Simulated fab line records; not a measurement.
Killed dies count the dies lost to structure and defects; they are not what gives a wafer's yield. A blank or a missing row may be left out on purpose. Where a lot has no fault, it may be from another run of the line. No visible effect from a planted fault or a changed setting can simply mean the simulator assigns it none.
Which of the tools did it? -- flow nandHarc -- 33 wafers from 11 lots sampled at 5 of the route's 1159 steps

## WHAT EACH GAUGE READ, for each wafer
NHARC_A_M1_OVL_MEAS_10: pitch 240 nm.
lot,measured,on,overlayXNm (nm),overlayYNm (nm)
L676,day 18 00:20,overlay-02,1.4 1.0 1.5,-1.1 -0.8 -0.3
L683,day 19 13:23,overlay-01,-2.0 -1.6 -2.2,1.4 1.1 1.2
L682,day 19 14:13,overlay-02,29.6 29.7 29.3,-0.2 0.9 0.2
L686,day 20 13:16,overlay-02,29.2 29.8 29.2,-1.5 -1.5 -1.4
L685,day 20 23:52,overlay-02,30.0 30.0 30.0,0.4 0.6 0.5
L689,day 21 02:38,overlay-01,0.5 0.8 0.7,0.6 0.6 0.3
L688,day 21 18:38,overlay-01,0.6 0.8 0.9,-0.3 0.1 -0.1
L691,day 21 18:56,overlay-01,-1.0 -1.1 -1.5,1.4 0.9 0.3
L694,day 22 09:21,overlay-01,0.3 0.2 0.7,-0.5 0.3 0.2
L695,day 22 14:20,overlay-01,-1.1 -0.5 -0.4,-0.4 -1.0 -0.9
L697,day 23 07:17,overlay-01,0.5 0.8 0.9,-1.3 -0.8 -0.8

## TOOL THAT RAN EACH LOT (tool first, then ch and the chambers of the sampled wafers, then the start)
lot,NHARC_A_CONTACT_ETCH_136,NHARC_A_CONTACT_ETCH_98,NHARC_A_CONTACT_ETCH_110,NHARC_A_M1_EXPOSE_06
L676,"harCapEtch-01 ch 0,1, day 17 02:09","rieDiel-13 ch 0,1,3, day 17 03:34 or earlier","rieDiel-13 ch 0,1,3, day 17 03:34","arfiScanner-01 ch 0, day 18 00:07"
L683,"harCapEtch-02 ch 0,1, day 18 22:06","rieDiel-04 ch 0,1,3, day 18 23:23 or earlier","rieDiel-04 ch 0,2,3, day 18 23:23","arfiScanner-02 ch 0, day 19 13:10"
L682,"harCapEtch-01 ch 0,1, day 18 22:51","rieDiel-06 ch 1,2,3, day 19 00:09 or earlier","rieDiel-04 ch 0,3, day 19 00:09","arfiScanner-03 ch 0, day 19 13:59"
L686,"harCapEtch-02 ch 0,1, day 19 20:06","rieDiel-04 ch 0,2,3, day 19 21:32 or earlier","rieDiel-04 ch 2,3, day 19 21:32","arfiScanner-03 ch 0, day 20 13:02"
L685,"harCapEtch-03 ch 0, day 20 03:11","rieDiel-04 ch 0,1, day 20 04:39 or earlier","rieDiel-04 ch 1,3, day 20 04:39","arfiScanner-03 ch 0, day 20 23:38"
L689,"harCapEtch-03 ch 0,1, day 20 06:17","rieDiel-04 ch 1,2, day 20 07:46 or earlier","rieDiel-13 ch 2,3, day 20 07:46","arfiScanner-02 ch 0, day 21 02:23"
L688,"harCapEtch-01 ch 0,1, day 20 11:07","rieDiel-06 ch 1,2, day 20 12:26 or earlier","rieDiel-13 ch 0,1,3, day 20 12:26","arfiScanner-01 ch 0, day 21 18:25"
L691,"harCapEtch-01 ch 0,1, day 20 13:45","rieDiel-13 ch 0,1,3, day 20 15:05 or earlier","rieDiel-06 ch 0,3, day 20 15:05","arfiScanner-02 ch 0, day 21 18:43"
L694,"harCapEtch-02 ch 0,1, day 21 02:19","rieDiel-04 ch 0,1,2, day 21 03:35 or earlier","rieDiel-04 ch 0,3, day 21 03:35","arfiScanner-01 ch 0, day 22 09:08"
L695,"harCapEtch-01 ch 0,1, day 21 18:55","rieDiel-13 ch 1,2,3, day 21 20:20 or earlier","rieDiel-04 ch 0,1,2, day 21 20:20","arfiScanner-02 ch 0, day 22 14:07"
L697,"harCapEtch-01 ch 0,1, day 22 13:21","rieDiel-04 ch 1,2,3, day 22 15:03 or earlier","rieDiel-06 ch 2,3, day 22 15:03","arfiScanner-01 ch 0, day 23 07:04"
- NHARC_A_CONTACT_ETCH_136: etches the open film in C4F8/O2/Ar, time 132 s, target depth 1287 nm.
- NHARC_A_CONTACT_ETCH_98: etches the open film in C4F6/O2, target depth 20 nm, time 10 s.
- NHARC_A_CONTACT_ETCH_110: etches the open film in CF4/O2, target depth 50 nm, overetch 5 nm, time 27.5 s.
- NHARC_A_M1_EXPOSE_06: exposes mask A M1, target cd 120 nm.

## AS READ BY THE TOOLS THEMSELVES (means over the sampled wafers that have a number; for cases with no such wafer, the mark the record gives instead)
NHARC_A_CONTACT_ETCH_136.
lot,tool,oesAirLineAu (a.u.)
L676,harCapEtch-01,0.988
L683,harCapEtch-02,0.987
L682,harCapEtch-01,1.008
L686,harCapEtch-02,0.991
L685,harCapEtch-03,1.004
L689,harCapEtch-03,0.987
L688,harCapEtch-01,1.002
L691,harCapEtch-01,1.009
L694,harCapEtch-02,1.016
L695,harCapEtch-01,1.003
L697,harCapEtch-01,1.002

NHARC_A_CONTACT_ETCH_98.
lot,tool,biasW (W),drypumpMotorCurrentA (A),oesProductAu (a.u.),rfVppV (V),showerheadPlenumPTorr (Torr),throttleValvePct (%)
L676,rieDiel-13,499.7,5.5,0.945,544,3.77,26.907
L683,rieDiel-04,500.3,5.5,0.948,547,3.96,26.904
L682,rieDiel-06,500.7,6.4,1.011,550,4.09,26.907
L686,rieDiel-04,497.7,5.6,0.957,545,3.86,26.905
L685,rieDiel-04,499.7,5.7,0.939,550,4.04,26.898
L689,rieDiel-04,498.6,5.6,0.948,550,4.05,26.901
L688,rieDiel-06,499.9,6.5,0.991,549,3.99,26.911
L691,rieDiel-13,501.0,5.4,1.004,548,3.95,26.898
L694,rieDiel-04,500.0,5.7,0.945,548,3.99,26.901
L695,rieDiel-13,499.4,5.8,0.973,549,4.03,26.914
L697,rieDiel-04,501.3,5.5,0.936,547,3.91,26.903

NHARC_A_CONTACT_ETCH_110.
lot,tool,biasW (W),drypumpMotorCurrentA (A),oes_ar_750_au (a.u.),oesProductAu (a.u.),rfVppV (V),showerheadPlenumPTorr (Torr),throttleValvePct (%)
L676,rieDiel-13,100.2,5.5,0.998,0.999,197.5,1.28,13.398
L683,rieDiel-04,100.2,5.6,0.998,0.997,197.3,1.31,13.391
L682,rieDiel-04,100.1,5.6,1.001,0.998,197.7,1.33,13.395
L686,rieDiel-04,100.1,5.6,1.000,0.992,197.1,1.30,13.385
L685,rieDiel-04,99.7,5.3,1.001,1.001,198.3,1.37,13.393
L689,rieDiel-13,100.1,5.8,1.002,1.002,200.4,1.44,13.393
L688,rieDiel-13,100.2,5.4,1.001,1.000,197.9,1.35,13.394
L691,rieDiel-06,100.1,6.0,1.001,1.006,198.4,1.38,13.389
L694,rieDiel-04,100.0,5.6,1.000,1.000,197.0,1.33,13.402
L695,rieDiel-04,99.9,5.7,0.998,0.999,198.4,1.36,13.390
L697,rieDiel-06,100.1,6.3,1.000,0.995,199.2,1.41,13.395

## THE ANSWER, worked out from the rows above alone
Rule: usual is defined by the lots themselves. Put in order of their means at a reading, lots are off if they are a third of the lots or fewer, leave a main group of 4 or more, and stand apart from it by a gap of 3 or more times the standard deviation of the main group's means; of several such gaps the widest counts. The tables above print the reading to a certain number of digits; a main group whose means all agree to those digits is not used. A lot without any number at a reading at which 4 lots or more have one is off too. The other lots that the step has rows for count as sound. First the gauges in route order, then the tools' own readings, where a lot's mean is used as printed above. At the first step where some lot is off, the reading lying furthest off is the one used; lots without a number count as furthest.
Off: L682, L686, L685 (NHARC_A_M1_OVL_MEAS_10, overlayXNm). Main group: mean 0.0 nm, sd 1.1.
If a tool, at a process step before that reading, ran all the lots that are off and no sound lot after the first of them, it fits. Gauges at NHARC_A_M1_OVL_MEAS_10: tried the same way as those tools. With no start given for some of its lots, NHARC_A_CONTACT_ETCH_98 uses the hours and lot order of NHARC_A_CONTACT_ETCH_110. Undecided on this evidence; 2 tools fit (arfiScanner-03 at NHARC_A_M1_EXPOSE_06, overlay-02 at NHARC_A_M1_OVL_MEAS_10).

## WHAT THE SIMULATOR HAD INSERTED
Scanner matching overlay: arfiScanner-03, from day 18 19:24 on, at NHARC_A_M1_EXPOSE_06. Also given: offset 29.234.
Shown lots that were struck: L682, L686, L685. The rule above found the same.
